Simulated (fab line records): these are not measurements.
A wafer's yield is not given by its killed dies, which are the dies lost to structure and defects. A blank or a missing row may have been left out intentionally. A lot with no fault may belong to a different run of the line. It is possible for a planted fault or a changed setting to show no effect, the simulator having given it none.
Split-lot experiment || flow n5_finfet || on a route of 1938 steps: 5 lots, 23 wafers read

## ON THE SPLIT
At N5_DUMMY_GATE_EXPOSE_12 (exposes mask GATE, target cd 25 nm), the setting dose_mj was moved away from the recipe's 34 on 5 of the 23 wafers read, by -6.7% to -5.4%. All remaining wafers had this setting at the recipe value.

## FROM THE SPLIT TO THE READING: what the file shows between them, 2 steps
- N5_DUMMY_GATE_PEB_13: peb time 60 s
- N5_DUMMY_GATE_DEVELOP_14: develop time 30 s

## THE READING
Shown in nm: cd_nm at N5_DUMMY_GATE_CD_MEAS_15, with target cd 25.8 nm. Typical for fault-free wafers on this fab line: 24.99 nm, with standard deviation 0.27 nm.

{"wafer": "L078.2", "tool, chamber at the split": "euv_scanner-02, 0", "dose_mj as run": 34, "against the recipe": "recipe", "cd_nm, nm": 25.30, "against lot-mates on the recipe": "-"}
{"wafer": "L078.3", "tool, chamber at the split": "euv_scanner-02, 0", "dose_mj as run": 34, "against the recipe": "recipe", "cd_nm, nm": 25.00, "against lot-mates on the recipe": "-"}
{"wafer": "L078.4", "tool, chamber at the split": "euv_scanner-02, 0", "dose_mj as run": 34, "against the recipe": "recipe", "cd_nm, nm": 24.42, "against lot-mates on the recipe": "-"}
{"wafer": "L078.5", "tool, chamber at the split": "euv_scanner-02, 0", "dose_mj as run": 34, "against the recipe": "recipe", "cd_nm, nm": 24.75, "against lot-mates on the recipe": "-"}
{"wafer": "L078.6", "tool, chamber at the split": "euv_scanner-02, 0", "dose_mj as run": 34, "against the recipe": "recipe", "cd_nm, nm": 24.86, "against lot-mates on the recipe": "-"}
{"wafer": "L079.1", "tool, chamber at the split": "euv_scanner-02, 0", "dose_mj as run": 34, "against the recipe": "recipe", "cd_nm, nm": 24.88, "against lot-mates on the recipe": "-"}
{"wafer": "L079.2", "tool, chamber at the split": "euv_scanner-02, 0", "dose_mj as run": 32.17, "against the recipe": "-5.4%", "cd_nm, nm": 26.07, "against lot-mates on the recipe": "+1.10"}
{"wafer": "L079.4", "tool, chamber at the split": "euv_scanner-02, 0", "dose_mj as run": 32.17, "against the recipe": "-5.4%", "cd_nm, nm": 25.98, "against lot-mates on the recipe": "+1.01"}
{"wafer": "L079.5", "tool, chamber at the split": "euv_scanner-02, 0", "dose_mj as run": 34, "against the recipe": "recipe", "cd_nm, nm": 25.06, "against lot-mates on the recipe": "-"}
{"wafer": "L079.6", "tool, chamber at the split": "euv_scanner-02, 0", "dose_mj as run": 32.17, "against the recipe": "-5.4%", "cd_nm, nm": 26.11, "against lot-mates on the recipe": "+1.14"}
{"wafer": "L080.1", "tool, chamber at the split": "euv_scanner-02, 0", "dose_mj as run": 34, "against the recipe": "recipe", "cd_nm, nm": 25.13, "against lot-mates on the recipe": "-"}
{"wafer": "L080.2", "tool, chamber at the split": "euv_scanner-02, 0", "dose_mj as run": 34, "against the recipe": "recipe", "cd_nm, nm": 25.20, "against lot-mates on the recipe": "-"}
{"wafer": "L080.3", "tool, chamber at the split": "euv_scanner-02, 0", "dose_mj as run": 34, "against the recipe": "recipe", "cd_nm, nm": 24.88, "against lot-mates on the recipe": "-"}
{"wafer": "L080.4", "tool, chamber at the split": "euv_scanner-02, 0", "dose_mj as run": 34, "against the recipe": "recipe", "cd_nm, nm": 24.64, "against lot-mates on the recipe": "-"}
{"wafer": "L080.5", "tool, chamber at the split": "euv_scanner-02, 0", "dose_mj as run": 34, "against the recipe": "recipe", "cd_nm, nm": 25.19, "against lot-mates on the recipe": "-"}
{"wafer": "L082.1", "tool, chamber at the split": "euv_scanner-01, 0", "dose_mj as run": 34, "against the recipe": "recipe", "cd_nm, nm": 24.92, "against lot-mates on the recipe": "-"}
{"wafer": "L082.4", "tool, chamber at the split": "euv_scanner-01, 0", "dose_mj as run": 34, "against the recipe": "recipe", "cd_nm, nm": 25.15, "against lot-mates on the recipe": "-"}
{"wafer": "L082.6", "tool, chamber at the split": "euv_scanner-01, 0", "dose_mj as run": 34, "against the recipe": "recipe", "cd_nm, nm": 25.31, "against lot-mates on the recipe": "-"}
{"wafer": "L091.2", "tool, chamber at the split": "euv_scanner-01, 0", "dose_mj as run": 31.72, "against the recipe": "-6.7%", "cd_nm, nm": 26.54, "against lot-mates on the recipe": "+1.58"}
{"wafer": "L091.3", "tool, chamber at the split": "euv_scanner-01, 0", "dose_mj as run": 31.72, "against the recipe": "-6.7%", "cd_nm, nm": 26.42, "against lot-mates on the recipe": "+1.46"}
{"wafer": "L091.4", "tool, chamber at the split": "euv_scanner-01, 0", "dose_mj as run": 34, "against the recipe": "recipe", "cd_nm, nm": 24.94, "against lot-mates on the recipe": "-"}
{"wafer": "L091.5", "tool, chamber at the split": "euv_scanner-01, 0", "dose_mj as run": 34, "against the recipe": "recipe", "cd_nm, nm": 25.23, "against lot-mates on the recipe": "-"}
{"wafer": "L091.6", "tool, chamber at the split": "euv_scanner-01, 0", "dose_mj as run": 34, "against the recipe": "recipe", "cd_nm, nm": 24.71, "against lot-mates on the recipe": "-"}

FIT RESULTS
A straight line over all 23 wafers: cd_nm changes by -0.213 nm for each +1% of dose_mj; r = -0.93; the points scatter about the line by 0.22 nm.
The same after taking each lot's own level away (the mean of its wafers on the recipe; 23 wafers): -0.215 nm for each +1%; r = -0.93; scatter 0.21 nm.
That fit puts the effect of the largest move of dose_mj on the reading at 1.4 nm.
Across the lots, their own levels run from 24.866 to 25.127 nm, a range of 1.0 times the standard deviation given above.
The two slopes agree, so the slope changes little with the lot-to-lot level.
Check: for one of the wafers moved furthest among these (-6.7%), held out of the fit, the line's prediction against its lot-mates is +1.39 nm. Against them it came out at +1.58 nm.

## ADDITIONAL SPLITS CARRIED BY THESE WAFERS
Other splits were also applied to these wafers ahead of the reading. Each is held against what the fit with the lots' levels taken away leaves over:
{"other split on the same wafers": "N5_ZERO_LAYER_PECVD_02 time_s", "wafers away from the commonest value": 7, "r with cd_nm (lot level and that fit taken away)": -0.08}
{"other split on the same wafers": "N5_FIN_SAQP_PEB_14 peb_time_s", "wafers away from the commonest value": 6, "r with cd_nm (lot level and that fit taken away)": -0.15}
{"other split on the same wafers": "N5_FIN_SAQP_ETCH_52 source_w", "wafers away from the commonest value": 10, "r with cd_nm (lot level and that fit taken away)": -0.11}
{"other split on the same wafers": "N5_FIN_SAQP_ETCH_65 time_s", "wafers away from the commonest value": 8, "r with cd_nm (lot level and that fit taken away)": -0.06}
{"other split on the same wafers": "N5_DUMMY_GATE_PECVD_30 time_s", "wafers away from the commonest value": 7, "r with cd_nm (lot level and that fit taken away)": "+0.30"}

## THE FILE'S OWN FIT
cd_nm changes by -0.217 nm for each +1% of dose_mj, r = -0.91.
